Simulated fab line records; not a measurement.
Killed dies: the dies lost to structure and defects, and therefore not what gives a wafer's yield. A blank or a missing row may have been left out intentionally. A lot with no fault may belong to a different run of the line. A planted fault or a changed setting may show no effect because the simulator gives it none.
A lot that was struck, set against a sound lot :: flow n5Finfet :: 39 steps out of a route of 1938
Sound: these wafers, L853.2, L853.3, L853.5. Struck: wafers L861.1, L861.5. (L861.6 of the same lot was not struck and is left out.) The cause comes at the end.
Each step with rows lists, per side, the tool, then ch with its chambers, then its first start. Under that, the readings that differ: sound wafers :: struck wafers :: difference of the means :: sigmas: that difference in standard deviations of wafers without a fault.
alike: same words and numbers on both sides, and readings whose means sit less than 2 such deviations apart. not compared: any withheld reading, any reading some wafer has no value for, any bound like >300 that may hide the same value, and any number with overlapping values for which the record gives no deviation.
Wherever a step has rows on one side only, a row that says differs or no value, or a row with sigmas, the two part there. When numbers do not overlap yet have no deviation, they are printed without sigmas and do not part them. A reading that every wafer of one side lacks parts them only if that side has two wafers or more.

first, 12 steps without rows for these wafers: N5_MOL_CONTACT_COAG_PRECLEAN_111 (cleans in NF3:NH3, afs cycles 1, time 20 s, sublimation time 60 s); N5_MOL_CONTACT_COAG_TI_SIL_19 (material Ti, target thk 4.2 nm, time 15 s); N5_MOL_CONTACT_COAG_ALD_20 (deposits TiN, target thk 1.5 nm, pulse time 1 s, purge time 3 s); N5_MOL_CONTACT_COAG_SIL_ANNEAL_21 (time 60 s); N5_MOL_CONTACT_COAG_PRE_CLEAN_141 (time 60 s); N5_MOL_CONTACT_COAG_SPUTTER_143 (material Co, target thk 2.5 nm); N5_MOL_CONTACT_COAG_CO_FILL_22 (material Co, precursor CCTBA/H2, target thk 20 nm); N5_MOL_CONTACT_COAG_ANNEAL_113 (time 300 s); N5_MOL_CONTACT_COAG_PRE_CLEAN_142 (time 60 s); N5_MOL_CONTACT_COAG_SPUTTER_130 (material Co, target thk 47.5 nm); N5_MOL_CONTACT_COAG_PRECLEAN_125 (cleans in DIW, time 57.5 s); N5_MOL_CONTACT_COAG_SRD_126 (dry time 32 s).
N5_MOL_CONTACT_COAG_CMP_23: polishes, stops on SiO2, t overpolish 1.5 s, target thk 0 nm.
  sound on cmp-01 ch 0,1, day 5 22:43; struck on cmp-01 ch 1, day 8 01:21
reading: headPressurePsi (psi)
sound: 1.998 2.000 2.003
struck: 1.702 1.709
difference: -0.295
sigmas: -76

reading: model.SiNx_of_GATE_CUT_SAC_CAP_01.thkNm (nm)
sound: 18.4 18.4 18.4
struck: 18.6 18.6
difference: +0.2
sigmas: 
  alike: motorCurrentA, overpolishRunS, platenRpm, timeToEndpointS
then, 3 steps without rows for these wafers: N5_MOL_CONTACT_COAG_WET_ETCH_26 (target Co, target depth 13 nm); N5_MOL_CONTACT_COAG_WET_ETCH_116 (etches the open film in SC1-inhibited, target depth 4.6 nm, rinse time 30 s); N5_MOL_CONTACT_COAG_ALD_27 (deposits SiOC, target thk 17 nm, pulse time 1.5 s, time 2720 s).
N5_MOL_CONTACT_COAG_CMP_28: polishes, stops on SiNx, t overpolish 0.85 s, target thk 14.522 nm.
  sound on cmp-02 ch 0,1,3, day 6 01:11; struck on cmp-02 ch 0,1, day 8 03:47
reading: model.SiNx_of_GATE_CUT_SAC_CAP_01.thkNm (nm)
sound: 18 18 18
struck: 18.2 18.2
difference: +0.2
sigmas: 
  alike: headPressurePsi, motorCurrentA, platenRpm, timeToEndpointS
N5_MOL_CONTACT_COAG_THK_MEAS_29:
  sound on filmMetro-01, day 6 01:24; struck on filmMetro-01, day 8 04:00
reading: MD_CAP_THK (nm)
sound: 17.94 17.98 18.02
struck: 18.25 18.22
difference: +0.25
sigmas: +3
then, 19 steps without rows for these wafers: N5_MOL_CONTACT_COAG_ALD_123 (deposits SiNx, target thk 5 nm, pulse time 1 s, purge time 2 s); N5_MOL_CONTACT_COAG_PECVD_31 (deposits SiO2 from TEOS/O2, target thk 46 nm, time 8.9 s); N5_MOL_CONTACT_COAG_COAT_75 (time 60 s, resist thk 60 nm); N5_MOL_CONTACT_COAG_COAT_76 (time 60 s, resist thk 10 nm); N5_MOL_CONTACT_COAG_COAT_77 (time 60 s, resist thk 10 nm); N5_MOL_CONTACT_COAG_COAT_78 (resist thk 40 nm); N5_MOL_CONTACT_COAG_EBR_80; N5_MOL_CONTACT_COAG_SOFTBAKE_79 (time 60 s); N5_MOL_CONTACT_COAG_EXPOSE_81 (exposes mask VG, defocus 0 nm); N5_MOL_CONTACT_COAG_PEB_82 (peb time 60 s); N5_MOL_CONTACT_COAG_DEVELOP_83 (develop time 30 s); N5_MOL_CONTACT_COAG_DESCUM_88 (chemistry O2, time 7 s); N5_MOL_CONTACT_COAG_ETCH_89 (etches underlayer in N2/H2, target depth 13 nm, time 10.4 s); N5_MOL_CONTACT_COAG_ETCH_90 (etches SiARC in CF4, target depth 13 nm, time 21.7 s); N5_MOL_CONTACT_COAG_ALD_131 (deposits SiO2, target thk 5 nm, pulse time 1 s, co reactant pulse time 1 s); N5_MOL_CONTACT_COAG_ETCHBACK_132 (etches SiO2 in CHF3, target depth 10 nm, time 6.7 s); N5_MOL_CONTACT_COAG_ETCH_91 (etches SOC in N2/H2, target depth 60 nm, overetch 21 nm, time 101.2 s); N5_MOL_CONTACT_COAG_STRIP_92 (strips in N2/H2); N5_MOL_CONTACT_COAG_STRIP_93 (strips in N2/H2).
N5_MOL_CONTACT_COAG_ETCH_47: etches SiNx in CH3F/O2, stops on W, target depth 27 nm.
  sound on rieDiel-05 ch 0,1, day 6 03:06; struck on rieDiel-05 ch 3, day 8 05:43
reading: showerheadPlenumPTorr (Torr)
sound: 2.01 2.12 2.12
struck: 1.94 1.94
difference: -0.14
sigmas: -3

reading: model.MOL_CONTACT_COAG.featureDepthNm (nm)
sound: 18.6 18.6 18.6
struck: 18.8 18.8
difference: +0.2
sigmas: 

reading: model.etch.depthNm (nm)
sound: 17.99 17.99 18.02
struck: 18.19 18.2
difference: +0.20
sigmas: 
  alike: CH3F_flow_sccm, drypumpMotorCurrentA, etchRfOnTimeS, oesProductAu, rfVppV, throttleValvePct
  not compared: rfHoursCounterH
-- a jump in the record: the struck wafers' starts before and after are 5 days apart (it breaks off in module MOL_CONTACT_COAG and resumes in module BEOL_M4, where the first step shown is number 1111 of the route) --
N5_BEOL_M4_RC_MEAS_101:
  sound on prober-02 ch 0, day 9 11:05; struck on prober-02 ch 0, day 13 02:02
  alike: DIBL_N, DIBL_P, IOFF_N, IOFF_P, ION_N, ION_P, SS_N, SS_P, VT_N, VT_P

## WHERE THEY PART
Last at N5_MOL_CONTACT_COAG_ETCH_47 as far as this record goes, first at N5_MOL_CONTACT_COAG_CMP_23. Later steps at which nothing parts them and some readings are alike: N5_BEOL_M4_RC_MEAS_101.

WHY: what the simulator had put in
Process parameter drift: cmp-01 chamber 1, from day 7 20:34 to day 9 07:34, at N5_MOL_CONTACT_COAG_CMP_23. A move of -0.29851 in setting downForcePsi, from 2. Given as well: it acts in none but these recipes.
